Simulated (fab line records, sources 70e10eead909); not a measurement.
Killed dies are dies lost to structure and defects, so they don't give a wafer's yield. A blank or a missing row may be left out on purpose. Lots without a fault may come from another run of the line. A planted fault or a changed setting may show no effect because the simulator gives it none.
Chamber matching | flow nand_harc | NHARC_A_CONTACT_DESCUM_74 on rie_diel-04: 4 sister chambers
The step chemistry O2, time 3 s. 14 wafers are shown with their chamber, then 7 later ones without.

WAFERS WITH THEIR CHAMBER
wafer  | chamber | showerhead_plenum_p_Torr (Torr) | drypump_motor_current_A (A) | oes_product_au (a.u.)
L076.1 | 1       | 1.96                            | 5.6                         | 0.999
L076.5 | 0       | 1.93                            | 5.5                         | 0.978
L076.6 | 3       | 1.89                            | 5.7                         | 1.023
L078.3 | 1       | 1.96                            | 5.6                         | 1.006
L078.4 | 0       | 1.92                            | 5.6                         | 0.997
L078.5 | 3       | 1.88                            | 5.7                         | 1.020
L081.2 | 3       | 1.88                            | 5.7                         | 1.014
L081.3 | 2       | 1.91                            | 6.1                         | 1.004
L081.4 | 0       | 1.92                            | 5.5                         | 0.985
L083.2 | 2       | 1.91                            | 6.2                         | 1.012
L083.3 | 3       | 1.88                            | 5.7                         | 1.021
L083.5 | 2       | 1.91                            | 6.2                         | 1.015
L086.1 | 1       | 1.95                            | 5.6                         | 1.008
L086.5 | 3       | 1.88                            | 5.8                         | 1.017

SIGNATURES (means of the wafers above)
reading                  | chamber 0 | chamber 1 | chamber 2 | chamber 3 | scatter within a chamber
showerhead_plenum_p_Torr | 1.9233    | 1.9567    | 1.9100    | 1.8820    | 0.00462
drypump_motor_current_A  | 5.533     | 5.600     | 6.167     | 5.720     | 0.0462
oes_product_au           | 0.98667   | 1.00433   | 1.01033   | 1.01900   | 0.00587
Rule: a wafer's distance from a chamber is the root of the sum, over the readings, of the square of ((its reading less the chamber's mean) divided by the reading's scatter). The wafer belongs to the nearest chamber; if the next one is less than 2 further off, it can't be placed. The scatter: the root of (the sum of the squares of (reading less its chamber's mean) over the shown wafers, divided by (wafers less chambers)).

WAFERS WITHOUT THEIR CHAMBER
wafer  | showerhead_plenum_p_Torr (Torr) | drypump_motor_current_A (A) | oes_product_au (a.u.)
L086.6 | 1.92                            | 5.5                         | 0.984
L089.1 | 1.90                            | 6.1                         | 1.001
L089.3 | 1.92                            | 5.6                         | 0.993
L089.6 | 1.90                            | 6.2                         | 1.003
L090.1 | 1.91                            | 6.2                         | 0.992
L090.2 | 1.95                            | 5.6                         | 0.999
L090.6 | 1.92                            | 5.5                         | 0.977

WHICH CHAMBER EACH WENT THROUGH
wafer  | from the rows above | in truth
L086.6 | 0                   | 0
L089.1 | 2                   | 2
L089.3 | 0                   | 0
L089.6 | 2                   | 2
L090.1 | 2                   | 2
L090.2 | 1                   | 1
L090.6 | 0                   | 0
Placed correctly: 7 of 7. Can't be placed from these rows: 0. Placed wrongly: 0.
